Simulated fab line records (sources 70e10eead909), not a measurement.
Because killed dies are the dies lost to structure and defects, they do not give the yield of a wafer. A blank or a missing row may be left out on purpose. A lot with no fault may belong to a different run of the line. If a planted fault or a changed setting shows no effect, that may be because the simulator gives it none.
Matching of chambers || flow nand harc || 4 sister chambers for NHARC_A_CONTACT_ETCH_106 on rie diel-13
The step etches the open film in CF4/O2, target depth 60 nm, overetch 6 nm, time 33 s. 14 wafers are shown with their chamber, then 7 later ones without.

== WAFERS WITH THEIR CHAMBER ==
{"wafer": "L078.2", "chamber": 3, "showerhead plenum p Torr (Torr)": 1.38, "rf vpp V (V)": 201.3, "oes product au (a.u.)": 1.015}
{"wafer": "L078.4", "chamber": 0, "showerhead plenum p Torr (Torr)": 1.42, "rf vpp V (V)": 200.0, "oes product au (a.u.)": 1.009}
{"wafer": "L078.6", "chamber": 3, "showerhead plenum p Torr (Torr)": 1.38, "rf vpp V (V)": 200.6, "oes product au (a.u.)": 1.018}
{"wafer": "L078.1", "chamber": 2, "showerhead plenum p Torr (Torr)": 1.24, "rf vpp V (V)": 194.6, "oes product au (a.u.)": 1.020}
{"wafer": "L078.3", "chamber": 1, "showerhead plenum p Torr (Torr)": 1.38, "rf vpp V (V)": 199.3, "oes product au (a.u.)": 1.008}
{"wafer": "L078.5", "chamber": 0, "showerhead plenum p Torr (Torr)": 1.42, "rf vpp V (V)": 198.7, "oes product au (a.u.)": 1.010}
{"wafer": "L080.4", "chamber": 2, "showerhead plenum p Torr (Torr)": 1.23, "rf vpp V (V)": 196.2, "oes product au (a.u.)": 1.013}
{"wafer": "L080.5", "chamber": 2, "showerhead plenum p Torr (Torr)": 1.23, "rf vpp V (V)": 194.5, "oes product au (a.u.)": 1.030}
{"wafer": "L080.6", "chamber": 1, "showerhead plenum p Torr (Torr)": 1.38, "rf vpp V (V)": 200.9, "oes product au (a.u.)": 0.996}
{"wafer": "L081.3", "chamber": 1, "showerhead plenum p Torr (Torr)": 1.38, "rf vpp V (V)": 200.5, "oes product au (a.u.)": 1.008}
{"wafer": "L081.4", "chamber": 3, "showerhead plenum p Torr (Torr)": 1.38, "rf vpp V (V)": 200.3, "oes product au (a.u.)": 1.005}
{"wafer": "L081.6", "chamber": 0, "showerhead plenum p Torr (Torr)": 1.42, "rf vpp V (V)": 201.0, "oes product au (a.u.)": 1.018}
{"wafer": "L086.2", "chamber": 1, "showerhead plenum p Torr (Torr)": 1.38, "rf vpp V (V)": 199.8, "oes product au (a.u.)": 1.001}
{"wafer": "L086.3", "chamber": 0, "showerhead plenum p Torr (Torr)": 1.42, "rf vpp V (V)": 200.3, "oes product au (a.u.)": 1.019}

SIGNATURES (averages over the wafers above)
{"reading": "showerhead plenum p Torr", "chamber 0": 1.4200, "chamber 1": 1.3800, "chamber 2": 1.2333, "chamber 3": 1.3800, "scatter within a chamber": 0.00258}
{"reading": "rf vpp V", "chamber 0": 200.000, "chamber 1": 200.125, "chamber 2": 195.100, "chamber 3": 200.733, "scatter within a chamber": 0.816}
{"reading": "oes product au", "chamber 0": 1.01400, "chamber 1": 1.00325, "chamber 2": 1.02100, "chamber 3": 1.01267, "scatter within a chamber": 0.00651}
Rule: distance of a wafer from a chamber = root of the sum over the readings of ((wafer's reading minus chamber's mean) / reading's scatter) squared. If the next closest chamber is less than 2 further off than the closest, the wafer can't be placed; otherwise it belongs to the closest. The scatter: the root of (the sum of the squares of (reading less its chamber's mean) over the shown wafers, divided by (wafers less chambers)).

== WAFERS MISSING THEIR CHAMBER ==
{"wafer": "L086.5", "showerhead plenum p Torr (Torr)": 1.38, "rf vpp V (V)": 198.2, "oes product au (a.u.)": 1.008}
{"wafer": "L087.4", "showerhead plenum p Torr (Torr)": 1.23, "rf vpp V (V)": 194.9, "oes product au (a.u.)": 1.022}
{"wafer": "L087.5", "showerhead plenum p Torr (Torr)": 1.38, "rf vpp V (V)": 199.6, "oes product au (a.u.)": 1.001}
{"wafer": "L087.6", "showerhead plenum p Torr (Torr)": 1.42, "rf vpp V (V)": 201.1, "oes product au (a.u.)": 1.017}
{"wafer": "L094.4", "showerhead plenum p Torr (Torr)": 1.44, "rf vpp V (V)": 200.1, "oes product au (a.u.)": 1.025}
{"wafer": "L094.5", "showerhead plenum p Torr (Torr)": 1.37, "rf vpp V (V)": 198.0, "oes product au (a.u.)": 1.014}
{"wafer": "L094.6", "showerhead plenum p Torr (Torr)": 1.41, "rf vpp V (V)": 199.0, "oes product au (a.u.)": 1.026}

== WHICH CHAMBER EACH WENT THROUGH ==
{"wafer": "L086.5", "from the rows above": "can't be placed: 1 or 3", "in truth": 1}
{"wafer": "L087.4", "from the rows above": 2, "in truth": 2}
{"wafer": "L087.5", "from the rows above": "can't be placed: 1 or 3", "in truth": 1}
{"wafer": "L087.6", "from the rows above": 0, "in truth": 0}
{"wafer": "L094.4", "from the rows above": 0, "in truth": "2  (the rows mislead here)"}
{"wafer": "L094.5", "from the rows above": "can't be placed: 1 or 3", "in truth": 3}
{"wafer": "L094.6", "from the rows above": 0, "in truth": 0}
Correct placement for 3 of the 7. From these rows, 3 cannot be placed; in 3 the true chamber is one of the candidates. 1 placed wrongly.
